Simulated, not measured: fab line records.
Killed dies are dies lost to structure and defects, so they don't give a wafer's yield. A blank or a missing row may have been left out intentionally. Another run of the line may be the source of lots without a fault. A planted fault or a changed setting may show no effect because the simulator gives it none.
Which tool is to blame? + flow nand-harc + 14 lots with 40 wafers sampled at 3 steps, on a route of 1302 steps

## WHAT THE GAUGES SHOWED, per wafer
NHARC_THIN_TSV_CD_MEAS_33 targets a cd of 5000 nm.
| lot  | measured     | on        | cd-nm (nm)           |
|------|--------------|-----------|----------------------|
| L837 | day 24 02:31 | cd-sem-01 | 5003.1 5000.7 4999.2 |
| L839 | day 25 13:07 | cd-sem-01 | 4998.8 4998.4 4999.0 |
| L844 | day 26 06:08 | cd-sem-02 | 4999.8 5002.2 5000.6 |
| L843 | day 26 12:29 | cd-sem-01 | 4999.6               |
| L845 | day 27 12:14 | cd-sem-01 | 5001.8 4999.2 5000.2 |
| L850 | day 29 15:23 | cd-sem-03 | 4999.1 4999.1 4999.4 |
| L851 | day 29 23:34 | cd-sem-02 | 4999.1 4999.3 5001.0 |
| L852 | day 30 00:31 | cd-sem-02 | 4997.6 4999.6 4997.8 |
| L853 | day 30 09:20 | cd-sem-02 | 4997.9 4996.6 4999.5 |
| L854 | day 30 13:42 | cd-sem-02 | 4999.1 5000.3 5000.2 |
| L855 | day 31 07:13 | cd-sem-01 | 4999.1 4998.3 5002.3 |
| L858 | day 32 09:23 | cd-sem-02 | 4999.5 4997.8 5000.4 |
| L859 | day 32 20:59 | cd-sem-02 | 5000.0 4999.8 5001.1 |
| L860 | day 33 12:05 | cd-sem-01 | 5000.0 4998.7 5000.1 |

## WHICH TOOL RAN EACH LOT (tool, then ch and the chambers of the sampled wafers, then the start)
| lot  | NHARC_THIN_TSV_ETCHBACK_48         | NHARC_THIN_TSV_STRIP_62              |
|------|------------------------------------|--------------------------------------|
| L837 | rie-diel-11 ch 0,1, day 23 22:43   | plasma-asher-02 ch 0,1, day 23 23:13 |
| L839 | rie-diel-11 ch 0,2, day 25 09:11   | plasma-asher-02 ch 0, day 25 09:32   |
| L844 | rie-diel-07 ch 1,2, day 26 02:06   | plasma-asher-01 ch 0,1, day 26 02:32 |
| L843 | rie-diel-07 ch 0, day 26 08:47     | plasma-asher-01 ch 0, day 26 09:11   |
| L845 | rie-diel-11 ch 2,3, day 27 08:34   | plasma-asher-02 ch 0,1, day 27 08:57 |
| L850 | rie-diel-11 ch 0,2,3, day 29 11:56 | plasma-asher-02 ch 0,1, day 29 12:13 |
| L851 | rie-diel-09 ch 0,2,3, day 29 20:02 | plasma-asher-02 ch 0,1, day 29 20:21 |
| L852 | rie-diel-11 ch 0,1,2, day 29 20:52 | plasma-asher-01 ch 0,1, day 29 21:13 |
| L853 | rie-diel-11 ch 0,2,3, day 30 05:46 | plasma-asher-02 ch 0,1, day 30 06:11 |
| L854 | rie-diel-09 ch 2,3, day 30 10:11   | plasma-asher-01 ch 0,1, day 30 10:34 |
| L855 | rie-diel-07 ch 0,2,3, day 31 03:36 | plasma-asher-02 ch 0,1, day 31 03:55 |
| L858 | rie-diel-11 ch 0,2,3, day 32 05:51 | plasma-asher-02 ch 0,1, day 32 06:13 |
| L859 | rie-diel-11 ch 2,3, day 32 17:20   | plasma-asher-01 ch 0,1, day 32 17:41 |
| L860 | rie-diel-11 ch 0,3, day 33 08:16   | plasma-asher-01 ch 0,1, day 33 08:38 |
- NHARC_THIN_TSV_ETCHBACK_48: etches the open film in C4F8/Ar, target depth 1028.5 nm, time 405.17 s.
- NHARC_THIN_TSV_STRIP_62: strips in N2/H2, time 20 s.

## AS READ BY THE TOOLS THEMSELVES (means over the sampled wafers that have a number; for cases with no such wafer, the mark the record gives instead)
NHARC_THIN_TSV_ETCHBACK_48.
| lot  | tool        | bias-w (W) | oes-product-au (a.u.) | rf-fwd-power-W (W) | rf-vpp-V (V) |
|------|-------------|------------|-----------------------|--------------------|--------------|
| L837 | rie-diel-11 | 300.2      | 0.92                  | 599.0              | 545          |
| L839 | rie-diel-11 | 300.3      | 0.97                  | 599.0              | 549          |
| L844 | rie-diel-07 | 300.3      | 0.92                  | 599.8              | 549          |
| L843 | rie-diel-07 | 300.6      | 0.91                  | 599.9              | 547          |
| L845 | rie-diel-11 | 301.0      | 1.01                  | 599.4              | 549          |
| L850 | rie-diel-11 | 299.0      | 0.96                  | 599.0              | 546          |
| L851 | rie-diel-09 | 300.5      | 1.00                  | 597.8              | 546          |
| L852 | rie-diel-11 | 299.9      | 0.92                  | 600.2              | 548          |
| L853 | rie-diel-11 | 299.2      | 0.92                  | 598.4              | 545          |
| L854 | rie-diel-09 | 298.9      | 0.99                  | 597.8              | 549          |
| L855 | rie-diel-07 | 299.6      | 0.93                  | 598.7              | 547          |
| L858 | rie-diel-11 | 299.6      | 0.93                  | 598.5              | 547          |
| L859 | rie-diel-11 | 300.5      | 0.92                  | 598.0              | 546          |
| L860 | rie-diel-11 | 299.7      | 0.92                  | 597.6              | 543          |

NHARC_THIN_TSV_STRIP_62.
| lot  | tool            | drypump-motor-current-A (A) | heater-power-w (W) |
|------|-----------------|-----------------------------|--------------------|
| L837 | plasma-asher-02 | 5.5                         | 341                |
| L839 | plasma-asher-02 | 5.7                         | 361                |
| L844 | plasma-asher-01 | 5.8                         | 319                |
| L843 | plasma-asher-01 | 6.2                         | 395                |
| L845 | plasma-asher-02 | 5.3                         | 339                |
| L850 | plasma-asher-02 | 5.4                         | 340                |
| L851 | plasma-asher-02 | 5.4                         | 336                |
| L852 | plasma-asher-01 | 5.7                         | 318                |
| L853 | plasma-asher-02 | 5.5                         | 340                |
| L854 | plasma-asher-01 | 6.0                         | 344                |
| L855 | plasma-asher-02 | 5.5                         | 343                |
| L858 | plasma-asher-02 | 5.4                         | 337                |
| L859 | plasma-asher-01 | 6.0                         | 344                |
| L860 | plasma-asher-01 | 5.8                         | 310                |

## THE ANSWER, worked out from the rows above alone
Rule: the lots themselves supply what counts as usual. The widest of any qualifying gaps counts: lots, ordered by their means at a reading, are off when they make up no more than a third of the lots, leave a main group of 4 or more, and stand apart from it by 3 or more times the standard deviation of that group's means. A main group whose means are all the same, to the digits that the tables above print for the reading, isn't used. Also off: a lot with no number at a reading for which 4 or more lots have one. The other lots that the step has rows for count as sound. The gauges are gone through in route order, then the tools' own readings, and for those a lot's mean is taken as printed above. The first step at which some lot is off is used, and at that step the reading that is off furthest; a lot without a number counts as furthest.
None of the lots is off at any reading shown; this tells nothing.

## WHAT THE SIMULATOR HAD PUT IN
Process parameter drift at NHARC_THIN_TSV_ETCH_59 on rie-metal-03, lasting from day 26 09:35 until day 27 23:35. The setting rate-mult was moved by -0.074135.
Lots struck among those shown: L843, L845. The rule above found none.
